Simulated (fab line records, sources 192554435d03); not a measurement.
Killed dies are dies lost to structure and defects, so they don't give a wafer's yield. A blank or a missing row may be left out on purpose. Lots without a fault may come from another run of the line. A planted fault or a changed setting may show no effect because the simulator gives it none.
Split-lot experiment | flow n5_finfet | 7 lots, 39 wafers read, on a route of 1938 steps

THE SPLIT
At N5_HKMG_FIN_ETCH_86 (etches SOC in N2/H2, stops on TiN, target depth 393.2 nm), the setting target_depth_a was moved away from the recipe's 3932 angstrom on 12 of the 39 wafers read, by -11.7% to +7.6%. The other wafers ran this setting at the recipe's value.

The reading is taken at the split's own step.

THE READING
SOC_of_HKMG_FIN_COAT_85.thk_nm (the simulator's own value, which no gauge read), in nm, at N5_HKMG_FIN_ETCH_86 (etches SOC in N2/H2, stops on TiN, target depth 393.2 nm). The file gives no usual value for it. The 27 wafers here that ran the recipe average 18.2 nm, standard deviation 2 nm.

wafer  | tool, chamber at the split | target_depth_a as run, angstrom | against the recipe | SOC_of_HKMG_FIN_COAT_85.thk_nm, nm | against lot-mates on the recipe
L075.1 | rie_diel-04, 3,1,3         | 3932                            | recipe             | 15.6                               | -
L075.2 | rie_diel-04, 3,1,3         | 3932                            | recipe             | 15.6                               | -
L075.6 | rie_diel-04, 3,1,3         | 3932                            | recipe             | 15.6                               | -
L075.3 | rie_diel-04, 0             | 3472                            | -11.7%             | 47.6                               | +32.0
L075.4 | rie_diel-04, 2             | 3472                            | -11.7%             | 52                                 | +36.4
L075.5 | rie_diel-04, 2             | 3472                            | -11.7%             | 52                                 | +36.4
L077.1 | rie_diel-05, 1             | 3932                            | recipe             | 14.2                               | -
L077.2 | rie_diel-05, 2             | 3932                            | recipe             | 19                                 | -
L077.3 | rie_diel-05, 0             | 3932                            | recipe             | 18.8                               | -
L077.5 | rie_diel-05, 0             | 3932                            | recipe             | 18.8                               | -
L077.4 | rie_diel-05, 3             | 3932                            | recipe             | 19.4                               | -
L077.6 | rie_diel-05, 3             | 3932                            | recipe             | 19.4                               | -
L085.1 | rie_diel-01, 0             | 3932                            | recipe             | 16.2                               | -
L085.2 | rie_diel-01, 3             | 3932                            | recipe             | 18.8                               | -
L085.3 | rie_diel-01, 2             | 3932                            | recipe             | 21.6                               | -
L085.6 | rie_diel-01, 2             | 3932                            | recipe             | 21.6                               | -
L085.4 | rie_diel-01, 1             | 3932                            | recipe             | 17.4                               | -
L085.5 | rie_diel-01, 1             | 3932                            | recipe             | 17.6                               | -
L090.1 | rie_diel-01, 0             | 3932                            | recipe             | 16.6                               | -
L090.3 | rie_diel-01, 1             | 3932                            | recipe             | 18                                 | -
L090.6 | rie_diel-01, 0             | 3932                            | recipe             | 16.8                               | -
L095.1 | rie_diel-05, 0             | 3932                            | recipe             | 19.6                               | -
L095.6 | rie_diel-05, 0             | 3932                            | recipe             | 19.6                               | -
L095.2 | rie_diel-05, 1,2           | 4103                            | +4.3%              | 8.6                                | -9.7
L095.4 | rie_diel-05, 1,2           | 4103                            | +4.3%              | 8.6                                | -9.7
L095.3 | rie_diel-05, 3             | 4103                            | +4.3%              | 8.8                                | -9.5
L095.5 | rie_diel-05, 1             | 3932                            | recipe             | 15.8                               | -
L096.1 | rie_diel-05, 1,0,0         | 4230                            | +7.6%              | 8.4                                | -10.6
L096.2 | rie_diel-05, 1,0,0         | 4230                            | +7.6%              | 8.4                                | -10.6
L096.5 | rie_diel-05, 1,0,0         | 4230                            | +7.6%              | 8.4                                | -10.6
L096.3 | rie_diel-05, 2             | 3932                            | recipe             | 20.4                               | -
L096.4 | rie_diel-05, 3             | 3932                            | recipe             | 20.8                               | -
L096.6 | rie_diel-05, 1             | 3932                            | recipe             | 15.8                               | -
L097.1 | rie_diel-04, 1             | 3509                            | -10.8%             | 48                                 | +28.4
L097.2 | rie_diel-04, 3             | 3509                            | -10.8%             | 46.8                               | +27.2
L097.3 | rie_diel-04, 0             | 3509                            | -10.8%             | 46.6                               | +27.0
L097.4 | rie_diel-04, 2             | 3932                            | recipe             | 20.6                               | -
L097.6 | rie_diel-04, 2             | 3932                            | recipe             | 20.6                               | -
L097.5 | rie_diel-04, 1             | 3932                            | recipe             | 17.6                               | -
Where a row lists several chambers, the file gives one row for several wafers and doesn't say which wafer went through which chamber.

THE FIT
A straight line over all 39 wafers: SOC_of_HKMG_FIN_COAT_85.thk_nm changes by -2.41 nm for each +1% of target_depth_a; r = -0.97; the points scatter about the line by 3.1 nm.
The same after taking each lot's own level away (the mean of its wafers on the recipe; 39 wafers): -2.48 nm for each +1%; r = -0.97; scatter 3.1 nm.
On that fit, the largest move of target_depth_a shifts the reading by 29 nm.
The lots' own levels span 15.60 to 19.60 nm, that is 2.0 times the standard deviation above.
So the lot-to-lot level changes the slope little: the two slopes agree.
Check: with one of the wafers moved furthest among these (-11.7%) left out of the fit, the line predicts +29.9 nm for it against its lot-mates. It came out at +32 nm against them.

OTHER SPLITS ON THESE WAFERS
These wafers also went through other splits before the reading. Each is held against what the fit with the lots' levels taken away leaves over:
other split on the same wafers    | wafers away from the commonest value | r with SOC_of_HKMG_FIN_COAT_85.thk_nm (lot level and that fit taken away)
N5_WELL_APT_IMPLANT_31 energy_kev | 12                                   | +0.08
N5_FIN_CUT_CUT_ETCH_26 source_w   | 12                                   | -0.32
N5_FIN_CUT_CUT_ETCH_15 time_s     | 15                                   | +0.10
N5_DUMMY_GATE_CVD_03 target_thk_a | 30                                   | +0.15
N5_DUMMY_GATE_EXPOSE_12 dose_mj   | 9                                    | +0.10
N5_DUMMY_GATE_ETCH_32 time_s      | 12                                   | +0.11

THE FILE'S OWN FIT
SOC_of_HKMG_FIN_COAT_85.thk_nm changes by -2.51 nm for each +1% of target_depth_a, r = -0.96.
